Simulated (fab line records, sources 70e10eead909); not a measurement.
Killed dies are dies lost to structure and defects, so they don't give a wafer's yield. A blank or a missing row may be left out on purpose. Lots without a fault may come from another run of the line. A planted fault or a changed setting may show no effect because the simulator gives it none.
Which tool did it? | flow nand_harc | 11 lots, 33 wafers sampled, at 3 steps of a route of 1159

WHAT THE GAUGES READ, wafer by wafer
NHARC_P_CONTACT_CD_MEAS_12: target cd 90 nm.
lot  | measured     | on        | cd_nm (nm)
L782 | day 5 17:36  | cd_sem-03 | 89.3 89.6 89.4
L783 | day 6 02:44  | cd_sem-02 | 91.9 91.4 91.2
L787 | day 6 18:16  | cd_sem-03 | 91.0 89.9 90.4
L795 | day 8 21:07  | cd_sem-02 | 89.7 89.4 89.7
L794 | day 9 02:08  | cd_sem-01 | 89.4 90.2 89.5
L796 | day 9 05:07  | cd_sem-02 | 89.8 88.7 88.6
L798 | day 9 16:26  | cd_sem-03 | 89.9 90.0 90.0
L799 | day 9 20:12  | cd_sem-01 | 89.9 89.8 89.7
L802 | day 10 11:56 | cd_sem-01 | 89.7 90.4 90.3
L801 | day 10 12:14 | cd_sem-02 | 89.5 89.3 89.7
L805 | day 11 02:34 | cd_sem-03 | 89.9 90.4 89.6

WHICH TOOL RAN EACH LOT (tool, then ch and the chambers of the sampled wafers, then the start)
lot  | NHARC_P_GATE_DEGAS_109       | NHARC_P_CONTACT_EXPOSE_09
L782 | pvd_sputter-01, day 5 15:10  | arfi_scanner-03 ch 0, day 5 17:28
L783 | pvd_sputter-01, day 6 00:01  | arfi_scanner-03 ch 0, day 6 02:35
L787 | pvd_sputter-03, day 6 15:49  | arfi_scanner-03 ch 0, day 6 18:07
L795 | pvd_sputter-03, day 8 18:14  | arfi_scanner-01 ch 0, day 8 20:58
L794 | pvd_sputter-02, day 8 23:34  | arfi_scanner-03 ch 0, day 9 02:01
L796 | pvd_sputter-02, day 9 02:41  | arfi_scanner-03 ch 0, day 9 04:59
L798 | pvd_sputter-01, day 9 13:50  | arfi_scanner-03 ch 0, day 9 16:17
L799 | pvd_sputter-01, day 9 17:38  | arfi_scanner-01 ch 0, day 9 20:04
L802 | pvd_sputter-01, day 10 09:24 | arfi_scanner-02 ch 0, day 10 11:47
L801 | pvd_sputter-01, day 10 09:47 | arfi_scanner-02 ch 0, day 10 12:07
L805 | pvd_sputter-01, day 10 23:47 | arfi_scanner-02 ch 0, day 11 02:26
- NHARC_P_GATE_DEGAS_109: time 60 s.
- NHARC_P_CONTACT_EXPOSE_09: exposes mask P CA, target cd 90 nm.

THE ANSWER, worked out from the rows above alone
Rule: what is usual is taken from the lots themselves. Put in order of their means at a reading, lots are off if they are a third of the lots or fewer, leave a main group of 4 or more, and stand apart from it by a gap of 3 or more times the standard deviation of the main group's means; of several such gaps the widest counts. A main group whose means are all the same, to the digits that the tables above print for the reading, isn't used. A lot without any number at a reading at which 4 lots or more have one is off too. The other lots that the step has rows for count as sound.
No lot is off at any reading shown: from this, nothing can be told.

WHAT THE SIMULATOR HAD PUT IN
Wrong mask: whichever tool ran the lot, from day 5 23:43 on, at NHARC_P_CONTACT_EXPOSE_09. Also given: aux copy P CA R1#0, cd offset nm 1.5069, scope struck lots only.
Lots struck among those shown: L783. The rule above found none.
